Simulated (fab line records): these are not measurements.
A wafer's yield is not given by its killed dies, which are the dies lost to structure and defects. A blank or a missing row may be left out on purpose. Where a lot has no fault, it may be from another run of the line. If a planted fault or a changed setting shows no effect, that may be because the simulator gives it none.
fab line records | flow n5-finfet
record lots=6 wafers=17 last-day=19
route steps=1938 shown BEOL_M10@1516 PASSIVATION@1936
lots untouched by any fault: they come from a run of this same line in which no faults occurred
start-h: hours from the record's opening day to when the first of the lot's shown wafers began | wait-h: hours elapsed since this lot's preceding step | " repeats the value in the row above | L1.1+2: a single row standing in for several wafers | - no value, or no start was given | * or withheld: withheld | < > ~ a bound
route shown NAME@n: names a module that has steps shown in the file, with the first one's number in the route | usual: mean/standard deviation taken from wafers without a fault | same: alike in all rows | chamber/n: place in a boat | sites: the reading at each site | _std_site: standard deviation of those values | _edge_site: inner sites' mean taken away from outer sites' mean | radius-mm: how far each site lies from the wafer's centre | mask NAME#n: copy n | behind: the last tool/chamber to shape the wafer | hold: why the lot went on hold/how many hours it stayed there/how the hold came to an end | device: the n, p or np transistor that did not switch | end of line: the tests these same wafers got at the end of their route | for a step that has no rows: nothing shown but its recipe | killed: dies that structure and defects cost at the first sort, which is not the same as the wafer's yield | map: shows each die of a wafer: x if killed, . if not, _ if none is there
set.NAME: the setting that was run; set.NAME@STEP: the one run at that earlier step | model.NAME: the simulator's own value behind a step, which no gauge read
lots seen at some steps along the route; tables by step, rows by wafer
services: when a tool's chamber went out of use (start-h, in hours from the record's first day, below 0 if earlier), for how many hours, and the reason
## steps
# step N5_BEOL_M10_HM_STRIP_39
# recipe chemistry=peroxide-tin-strip material=TiN target-depth-a=250 temp-c=50 time-s=158
# step N5_BEOL_M10_SRD_40
# recipe time-s=30 temp-c=23 rinse-liquid=diw dry=ipa-marangoni
# step N5_BEOL_M10_PRECLEAN_42
# recipe chemistry=residue-remover time-s=60 temp-c=40
# step N5_BEOL_M10_SRD_43
# recipe time-s=30 temp-c=23 rinse-liquid=diw dry=ipa-marangoni
# step N5_BEOL_M10_CD_MEAS_35
# recipe target-cd-nm=70 polarity=opening
# usual cd-nm=69.9/0.76
# columns lot.wafer tool chamber start-h wait-h cd-nm
L624.2 cd-sem-01 - 255.13 0.0 69.8
L624.3 " - " " 68.5
L624.4 " - " " 69.7
L631.1 cd-sem-01 - 288.82 0.0 69.0
L631.3 " - " " 69.0
L631.5 " - " " 69.8
L632.1 cd-sem-03 - 289.27 0.0 69.8
L632.2 " - " " 69.9
L632.6 " - " " 70.1
L636.4 cd-sem-03 - 318.84 0.0 70.4
L636.5 " - " " 70.4
L636.6 " - " " 70.4
L643.2 cd-sem-03 - 387.71 0.0 70.1
L643.4 " - " " 71.6
L643.5 " - " " 71.2
L644.5 cd-sem-01 - 389.75 0.0 70.0
L644.6 " - " " 70.7
# step N5_BEOL_M10_CURE_72
# recipe temp-c=370 time-s=120 ambient=DMADMS/He material=SiCOH_lowk
# step N5_BEOL_M10_DEGAS_44
# recipe ambient=vacuum temp-c=250 time-s=60
# usual heater-power-w=333/31
# columns lot.wafer tool chamber start-h wait-h heater-power-w
L624.2 pvd-sputter-02 - 255.51 0.2 330
L624.3 " - " " 319
L624.4 " - " " 359
L631.1 pvd-sputter-03 - 289.49 0.5 334
L631.3 " - " " 297
L631.5 " - " " 297
L632.1 pvd-sputter-02 - 290.11 0.6 356
L632.2 " - " " 324
L632.6 " - " " 329
L636.4 pvd-sputter-03 - 319.56 0.3 383
L636.5 " - " " 293
L636.6 " - " " 386
L643.2 pvd-sputter-03 - 388.27 0.4 335
L643.4 " - " " 380
L643.5 " - " " 297
L644.5 pvd-sputter-03 - 390.33 0.3 387
L644.6 " - " " 289
# step N5_BEOL_M10_PRE_CLEAN_45
# recipe gas=H2/He time-s=30 temp-c=250
# usual heater-power-w=332/31
# columns lot.wafer tool chamber start-h wait-h heater-power-w
L624.2 pvd-sputter-02 - 255.55 0.0 333
L624.3 " - " " 323
L624.4 " - " " 361
L631.1 pvd-sputter-03 - 289.53 0.0 330
L631.3 " - " " 293
L631.5 " - " " 290
L632.1 pvd-sputter-02 - 290.15 0.0 374
L632.2 " - " " 320
L632.6 " - " " 320
L636.4 pvd-sputter-03 - 319.60 0.0 389
L636.5 " - " " 293
L636.6 " - " " 388
L643.2 pvd-sputter-03 - 388.31 0.0 340
L643.4 " - " " 391
L643.5 " - " " 301
L644.5 pvd-sputter-03 - 390.37 0.0 382
L644.6 " - " " 306
# step N5_BEOL_M10_ALD_74
# recipe material=TaN target-thk-a=20 temp-c=275 ald-precursor-family=PDMAT ald-co-reactant=NH3 pressure-torr=3 carrier-flow-sccm=1500 pulse-time-s=2 purge-time-s=3 co-reactant-purge-time-s=2 co-reactant-pulse-time-s=3 ald-cycles=40 precursor-vessel-temp-c=75 precursor-vessel-pressure-torr=26.25 precursor-vessel-carrier-sccm=1000
# usual heater-power-w=413/36 mfc-carrier-sccm=1500/4.2 precursor-vessel-carrier-sccm=999.9/2.9
# columns lot.wafer tool chamber start-h wait-h heater-power-w mfc-carrier-sccm precursor-vessel-carrier-sccm
L624.2 ald-metal-04 1 255.61 0.0 448 1504 1003.3
L624.3 " 0 " " 411 1509 1000.3
L624.4 " 3 " " 377 1499 995.0
L631.1 ald-metal-03 0 289.61 0.1 380 1496 999.6
L631.3 " 1 " " 423 1498 1002.2
L631.5 " 1 " " 440 1496 1001.4
L632.1 ald-metal-03 2 290.24 0.1 420 1497 999.5
L632.2 " 1 " " 432 1503 995.6
L632.6 " 1 " " 418 1500 998.7
L636.4 ald-metal-01 2 319.68 0.1 412 1500 1000.4
L636.5 " 3 " " 425 1502 994.9
L636.6 " 0 " " 455 1496 998.2
L643.2 ald-metal-01 2 388.37 0.0 415 1503 1002.1
L643.4 " 3 " " 421 1507 998.2
L643.5 " 0 " " 424 1504 1001.7
L644.5 ald-metal-03 2 390.56 0.2 443 1497 1003.0
L644.6 " 1 " " 441 1488 1000.3
# step N5_BEOL_M10_SURFACE_TREAT_76
# recipe gas=Ar time-s=* ion-energy-ev=* ion-current-ma-cm2=0.5 pressure-mtorr=* ar-flow-sccm=30
# usual throttle-valve-pct=*
# columns lot.wafer tool chamber start-h wait-h throttle-valve-pct
L624.2 pvd-sputter-03 - 255.95 0.2 *
L624.3 " - " " *
L624.4 " - " " *
L631.1 pvd-sputter-02 - 289.95 0.2 *
L631.3 " - " " *
L631.5 " - " " *
L632.1 pvd-sputter-03 - 290.63 0.3 *
L632.2 " - " " *
L632.6 " - " " *
L636.4 pvd-sputter-02 - 320.62 0.8 *
L636.5 " - " " *
L636.6 " - " " *
L643.2 pvd-sputter-03 - 388.87 0.4 *
L643.4 " - " " *
L643.5 " - " " *
L644.5 pvd-sputter-03 - 390.93 0.2 *
L644.6 " - " " *
# step N5_BEOL_M10_CVD_75
# recipe material=Co target-thk-a=20 temp-c=withheld precursor=CCTBA/H2 pressure-torr=30 time-s=138.9
# step N5_BEOL_M10_SPUTTER_48
# recipe material=Cu target-thk-a=120 temp-c=-20 bias-v=60 power-w=26000 chamber-pressure-pa=0.13 time-s=2
# usual throttle-valve-pct=30.4/1.2
# columns lot.wafer tool chamber start-h wait-h throttle-valve-pct
L624.2 pvd-sputter-02 - 256.20 0.1 29.1
L624.3 " - " " 29.5
L624.4 " - " " 29.0
L631.1 pvd-sputter-03 - 290.19 0.1 30.2
L631.3 " - " " 33.0
L631.5 " - " " 32.7
L632.1 pvd-sputter-03 - 290.87 0.1 30.3
L632.2 " - " " 31.2
L632.6 " - " " 30.6
L636.4 pvd-sputter-02 - 320.82 0.0 29.1
L636.5 " - " " 29.6
L636.6 " - " " 29.3
L643.2 pvd-sputter-03 - 389.19 0.2 32.8
L643.4 " - " " 29.6
L643.5 " - " " 31.1
L644.5 pvd-sputter-03 - 391.33 0.1 29.4
L644.6 " - " " 32.4
# step N5_BEOL_M10_ECD_50
# recipe material=Cu target-thk-a=3180
# columns lot.wafer tool chamber start-h wait-h model.Cu_of_BEOL_M10_ECD_50.thk-nm
L624.2 ecd-cu-02 0 256.32 0.1 318
L624.3 " 1 " " 315.6
L624.4 " 0 " " 313.8
L631.1 ecd-cu-02 1 290.31 0.1 221.8
L631.3 " 0 " " 321.8
L631.5 " 1 " " 220
L632.1 ecd-cu-02 0 290.99 0.1 219.2
L632.2 " 1 " " 221
L632.6 " 0 " " 317
L636.4 ecd-cu-01 0 320.97 0.1 318
L636.5 " 0 " " 319.6
L636.6 " 1 " " 322.2
L643.2 ecd-cu-02 0 389.31 0.1 323.2
L643.4 " 1 " " 319.6
L643.5 " 0 " " 321.4
L644.5 ecd-cu-01 0 391.47 0.1 321.6
L644.6 " 1 " " 319.6
# step N5_BEOL_M10_ANNEAL_51
# recipe temp-c=225 time-s=90 ambient=N2
# step N5_BEOL_M10_CMP_52
# recipe stop-on=SiCOH_lowk t-overpolish-s=7 down-force-psi=1 platen-rpm=50 clearing-platen-down-force-psi=1.5 clearing-platen-rpm=50 post-cmp-clean=cu-alkaline target-thk-nm=140 clearing-platen-pad-velocity-m-s=0.99484 pad-velocity-m-s=0.99484
# usual clearing-platen-rpm=49.999/0.027 head-pressure-psi=0.9999/0.0022 motor-current-A=5.9/0.53 pad-life-wafers=1072/730 time-to-endpoint-s=65.9/2.8
# columns lot.wafer tool chamber start-h wait-h clearing-platen-rpm head-pressure-psi motor-current-A pad-life-wafers time-to-endpoint-s
L624.4 cmp-02 0 257.42 0.1 50.031 0.9992 6.6 1986 61.7
L624.2 " 1 " " 49.993 1.0031 5.3 1987 63.0
L624.3 " 3 " " 49.995 0.9965 5.8 1989 64.7
L631.1 cmp-01 2 290.71 0.3 50.003 0.9984 5.2 240 42.9
L631.3 " 1 " " 49.987 0.9998 6.0 243 67.5
L631.5 " 3 " " 50.044 0.9990 6.4 - 47.4
L632.2 cmp-01 1 292.01 0.2 49.975 1.0009 6.0 252 47.2
L632.1 " 0 " " 50.009 1.0009 5.0 255 45.1
L632.6 " 2 " " 49.946 1.0001 5.3 - 65.1
L636.4 cmp-01 0 321.35 0.1 50.011 0.9987 4.9 486 65.4
L636.5 " 0 " " 50.033 1.0007 5.0 - 67.7
L636.6 " 1 " " 49.951 1.0022 6.3 - 70.7
L643.4 cmp-03 2 390.00 0.2 49.995 0.9990 5.5 618 66.0
L643.2 " 0 " " 50.030 0.9955 5.9 620 67.8
L643.5 " 2 " " 50.033 0.9962 5.9 - 66.1
L644.5 cmp-03 3 391.97 0.2 49.999 1.0022 5.8 - 68.2
L644.6 " 0 " " 49.975 0.9998 6.2 - 70.3
# step N5_BEOL_M10_THK_MEAS_53
# recipe thk-meas-gauge=xrf reads=Cu_of_BEOL_M10_ECD_50
# usual M10_THK=141/3
# columns lot.wafer tool chamber start-h wait-h M10_THK[nm]
L624.2 film-metro-01 - 257.72 - 140
L624.3 " - " " 144
L624.4 " - " " 139
L631.1 film-metro-01 - 291.01 - 140
L631.3 " - " " 141
L631.5 " - " " 144
L632.1 film-metro-02 - 292.30 - 141
L632.2 " - " " 138
L632.6 " - " " 137
L636.4 film-metro-01 - 321.64 - 142
L636.5 " - " " 142
L636.6 " - " " 135
L643.2 film-metro-01 - 390.30 - 138
L643.4 " - " " 137
L643.5 " - " " 141
L644.5 film-metro-02 - 392.11 - 140
L644.6 " - " " 142
# step N5_PASSIVATION_PROBE_49
# usual defect-limited-yield=91.0/1.6 killed_at_M0_to_M3=35/11 killed_at_M4_up=14/5.3 killed-at-contacts=13/6.7 killed-at-front-end=41/12 killed-at-other=3.9/2.7 killed-dies=106/19 killed-open=70/14 killed-short=35/8.8 sort_bin_5_function=5.3/1 sort_bin_6_memory=3.3/0.81 sort-n-pass=1073/19 sort-yield-pct=91.0/1.6
# same gross-dies=1180 killed-at-back-side=0 sort_bin_4_leakage[%]=0 sort_bin_8_speed[%]=0
# columns lot.wafer tool chamber start-h wait-h defect-limited-yield[%] killed_at_M0_to_M3 killed_at_M4_up killed-at-contacts killed-at-front-end killed-at-other killed-dies killed-open killed-short sort_bin_5_function[%] sort_bin_6_memory[%] sort-n-pass sort-yield-pct[%]
L636.4 prober-02 - 369.79 0.2 93.6 21 18 6 28 3 76 47 28 4.2 1.9 1104 93.6
L636.5 prober-02 - 369.84 0.2 90.9 37 15 14 37 4 107 67 40 5.3 3.3 1073 90.9
L636.6 prober-02 - 369.89 0.3 90.6 35 24 9 41 2 111 76 31 5.4 3.3 1069 90.6
# killed by level:class
L636.4 BEOL_M4:geometric-particle:open=12 BEOL_M0_SAQP:geometric-particle:short=6 FIN_SAQP:geometric-particle:open=5 MOL_CONTACT_COAG:geometric-particle:open=5 BEOL_M0_SAQP:geometric-particle:open=5 BEOL_M1:geometric-particle:open=5 STARTING-WAFER:geometric-particle:short=5 STI_FIN_REVEAL:geometric-particle:open=4
L636.5 BEOL_M0_SAQP:geometric-particle:open=12 FIN_SAQP:geometric-particle:short=11 FIN_SAQP:geometric-particle:open=10 MOL_CONTACT_COAG:geometric-particle:open=10 BEOL_M0_SAQP:geometric-particle:short=9 STI_FIN_REVEAL:geometric-particle:open=8 BEOL_M1:geometric-particle:open=7 BEOL_M4:geometric-particle:open=6
L636.6 BEOL_M0_SAQP:geometric-particle:short=13 BEOL_M4:geometric-particle:open=13 FIN_SAQP:geometric-particle:open=12 MOL_CONTACT_COAG:geometric-particle:open=9 BEOL_M0_SAQP:geometric-particle:open=8 STI_FIN_REVEAL:geometric-particle:open=8 BEOL_M1:geometric-particle:open=6 FIN_SAQP:geometric-particle:short=5
## services
# columns tool chamber start-h hours kind
cmp-01 - 233.23 - consumable-replace:conditioner
cmp-01 - 233.23 - consumable-replace:pad
ald-metal-01 3 234.58 3.0 repair
cmp-01 - 235.47 5.8 pm
cmp-02 - 240.69 4.6 pm
cmp-01 - 243.11 1.0 repair
ald-metal-03 3 246.81 7.2 repair
cmp-01 - 250.04 14.9 pm
cmp-01 - 269.52 5.5 repair
cmp-02 - 270.72 4.0 pm
ald-metal-04 - 285.66 8.7 pm
pvd-sputter-03 - 294.50 0.8 repair
cmp-02 - 303.82 0.9 repair
ald-metal-03 - 318.79 1.7 repair
ecd-cu-01 - 323.62 1.7 repair
cmp-03 - 324.96 4.0 pm
cmp-02 - 327.71 16.8 pm
ald-metal-01 - 337.25 14.0 pm
ald-metal-01 0 337.25 14.0 vent-cycle
ald-metal-01 1 337.25 14.0 vent-cycle
ald-metal-01 2 337.25 14.0 vent-cycle
ald-metal-01 3 337.25 14.0 vent-cycle
ald-metal-01 0 351.25 - clean
pvd-sputter-03 - 376.74 2.5 repair
## key
first-sign step=N5_BEOL_M10_CMP_52 reading=time-to-endpoint-s direction=down sigmas=7.2 usual=* struck=*
effect none on later readings
model-effect step=N5_BEOL_M10_ECD_50 value=Cu_of_BEOL_M10_ECD_50.thk-nm without=320.7 struck=220.5
met-at N5_BEOL_M10_ECD_50
struck-wafers L631.1,L631.5,L632.1,L632.2
onset-between 256.32 290.31
fault kind=process-parameter-drift tool=ecd-cu-02 chamber=- onset-h=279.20 steps=N5_BEOL_M10_ECD_50 channel=target-thk-a offset=* shape=step end-h=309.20 scope=struck-wafers-only acts-in=* stated=*
